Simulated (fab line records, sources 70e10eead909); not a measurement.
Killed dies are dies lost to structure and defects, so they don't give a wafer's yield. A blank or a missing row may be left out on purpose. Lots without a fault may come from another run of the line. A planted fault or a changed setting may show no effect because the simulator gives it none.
fab line records | flow nand_harc
record lots=6 wafers=18 last_day=25
route steps=1159 shown P_START@1 P_ZERO_WELL@2
lots that met no fault: from a run of the same line without faults
start_h: hours from the record's first day to the start of the lot's first wafer shown | wait_h: hours since the lot's step before | " the same as in the row above | L1.1+2: a row that stands for several wafers | - no value, or no start given | * or withheld: withheld | < > ~ a bound
route shown NAME@n: a module of which the file shows steps, and the number in the route of the first | usual: mean/standard deviation of fault-free wafers | same: alike in all rows | chamber/n: place in a boat | sites: the reading at each site | _std_site: their standard deviation | _edge_site: outer sites' mean less inner sites' | radius_mm: how far each site lies from the wafer's centre | mask NAME#n: copy n | behind: the tool/chamber that last shaped the wafer | hold: why the lot was held/for how many hours/how that ended | device: the transistor (n, p or np) that didn't switch | end of line: the same wafers' tests at the end of the route | a step without rows: its recipe alone | killed: dies lost to structure and defects at the first sort, not the wafer's yield | map: a wafer's dies, x killed, . not, _ none there
set.NAME: the setting as run; set.NAME@STEP: as run at that earlier step | model.NAME: the simulator's own value behind a step, which no gauge read
lots at some steps of the route; a table a step, a row a wafer
services: from which hour (start_h, from the record's first day; less than 0 if before it) a tool's chamber was out of use, for how many hours, and why
## steps
# step NHARC_P_START_INSPECT_01
# usual raw_defect_count=3.4/1.8
# columns lot.wafer tool chamber start_h wait_h raw_defect_count
L855.2 defect_inspect-02 - 12.04 - 4
L855.3 " - " " 3
L855.4 " - " " 10
L858.1 defect_inspect-02 - 30.04 - 4
L858.2 " - " " 3
L858.5 " - " " 4
L871.1 defect_inspect-02 - 108.04 - 3
L871.2 " - " " 2
L871.4 " - " " 4
L872.2 defect_inspect-01 - 114.04 - 5
L872.3 " - " " 2
L872.5 " - " " 8
L877.3 defect_inspect-02 - 144.04 - 2
L877.4 " - " " 3
L877.6 " - " " 4
L878.1 defect_inspect-02 - 150.03 - 3
L878.4 " - " " 6
L878.6 " - " " 4
# step NHARC_P_ZERO_WELL_PRECLEAN_00
# recipe time_s=600 temp_c=120 chemistry=SPM
# step NHARC_P_ZERO_WELL_SRD_01
# step NHARC_P_ZERO_WELL_PECVD_02
# recipe target_thk_a=100 temp_c=400 pressure_torr=6.5 rf_w=withheld teos_flow_sccm=withheld flow_sccm=2650 target_thk_nm=10 gas=O2 material=SiO2
# step NHARC_P_ZERO_WELL_DEHYDRATE_03
# recipe temp_c=150 time_s=120
# step NHARC_P_ZERO_WELL_HMDS_04
# recipe time_s=30
# step NHARC_P_ZERO_WELL_COAT_64
# recipe temp_c=200 time_s=65
# step NHARC_P_ZERO_WELL_COAT_05
# recipe spin_rpm=2000 resist_thk_nm=600
# step NHARC_P_ZERO_WELL_SOFTBAKE_06
# recipe temp_c=125 time_s=70
# step NHARC_P_ZERO_WELL_EBR_07
# step NHARC_P_ZERO_WELL_EXPOSE_08
# recipe na=0.55 target_cd_nm=500 dose_mj=33.8 mask_id=P_ZERO
# usual exposure_dose_mJ_cm2=33.78/0.036
# columns lot.wafer tool chamber start_h wait_h mask exposure_dose_mJ_cm2
L855.2 krf_scanner-03 0 13.24 - P_ZERO#0 33.76
L855.3 " 0 " " P_ZERO#0 33.71
L855.4 " 0 " " P_ZERO#0 33.78
L858.1 krf_scanner-02 0 31.09 - P_ZERO#0 33.82
L858.2 " 0 " " P_ZERO#0 33.79
L858.5 " 0 " " P_ZERO#0 33.78
L871.1 krf_scanner-01 0 109.09 - P_ZERO#0 33.85
L871.2 " 0 " " P_ZERO#0 33.76
L871.4 " 0 " " P_ZERO#0 33.80
L872.2 krf_scanner-03 0 115.09 - P_ZERO#0 44.79
L872.3 " 0 " " P_ZERO#0 44.82
L872.5 " 0 " " P_ZERO#0 44.82
L877.3 krf_scanner-03 0 145.10 - P_ZERO#0 42.59
L877.4 " 0 " " P_ZERO#0 42.64
L877.6 " 0 " " P_ZERO#0 42.59
L878.1 krf_scanner-02 0 151.08 - P_ZERO#0 33.87
L878.4 " 0 " " P_ZERO#0 33.79
L878.6 " 0 " " P_ZERO#0 33.83
# step NHARC_P_ZERO_WELL_PEB_09
# recipe peb_temp_c=128 peb_time_s=80
# step NHARC_P_ZERO_WELL_DEVELOP_10
# recipe time_s=50 dev_temp_c=22
# step NHARC_P_ZERO_WELL_CD_MEAS_11
# recipe target_cd_nm=500 landing_energy_ev=500
# usual cd_nm=500.1/1.6
# columns lot.wafer tool chamber start_h wait_h cd_nm
L855.2 cd_sem-01 0 13.39 - 500.4
L855.3 " 0 " " 499.5
L855.4 " 0 " " 500.3
L858.1 cd_sem-03 0 31.24 - 499.9
L858.2 " 0 " " 502.5
L858.5 " 0 " " 501.1
L871.1 cd_sem-01 0 109.24 - 500.8
L871.2 " 0 " " 499.3
L871.4 " 0 " " 500.9
L872.2 cd_sem-02 0 115.24 - 552.1
L872.3 " 0 " " 552.2
L872.5 " 0 " " 552.1
L877.3 cd_sem-01 0 145.24 - 543.8
L877.4 " 0 " " 543.6
L877.6 " 0 " " 542.7
L878.1 cd_sem-02 0 151.23 - 501.2
L878.4 " 0 " " 499.3
L878.6 " 0 " " 499.7
# step NHARC_P_ZERO_WELL_HARDBAKE_12
# recipe temp_c=118 time_s=65
## services
# columns tool chamber start_h hours kind
krf_scanner-03 - -0.13 4.0 pm
krf_scanner-02 - 8.70 0.6 repair
krf_scanner-01 0 15.94 - calibration
krf_scanner-02 0 16.11 - calibration
krf_scanner-02 - 38.00 4.0 pm
krf_scanner-01 - 84.00 4.0 pm
krf_scanner-03 0 98.58 - calibration
krf_scanner-03 - 101.11 0.6 repair
krf_scanner-02 - 141.99 0.5 repair
krf_scanner-01 - 146.33 1.7 repair
## key
first_sign step=NHARC_P_ZERO_WELL_EXPOSE_08 reading=exposure_dose_mJ_cm2 direction=up sigmas=99+ usual=33.78 struck=43.71
effect step=NHARC_P_ZERO_WELL_CD_MEAS_11 reading=cd_nm direction=up sigmas=29 usual=500.1 struck=547.7 through=control_loop
met_at NHARC_P_ZERO_WELL_EXPOSE_08
struck_wafers L872.2,L872.3,L872.5,L877.3,L877.4,L877.6
sort_left_out L872.2,L872.3,L872.5,L877.3,L877.4,L877.6
tester_left_out L872,L877
loop_trim step=NHARC_P_ZERO_WELL_EXPOSE_08 setting=dose lots=L877
onset_between 13.24 115.09
fault kind=process_parameter_drift tool=krf_scanner-03 chamber=- onset_h=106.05 steps=NHARC_P_ZERO_WELL_EXPOSE_08 channel=dose_mj offset=11.033 shape=step acts_in=these_recipes_only stated=33.8
# tester_left_out: of these lots the tester's yield and bins aren't shown, on N5 and GAA mostly nor the transistor test; their killed dies are dies lost to structure and defects alone, not to doping, threshold or leakage, so they don't give the yield
# sort_left_out: the simulated sort isn't trusted on such a fault, so these wafers' sort isn't shown, and their yield isn't known
# loop_trim: a control loop set the setting to another value than it would have without faults
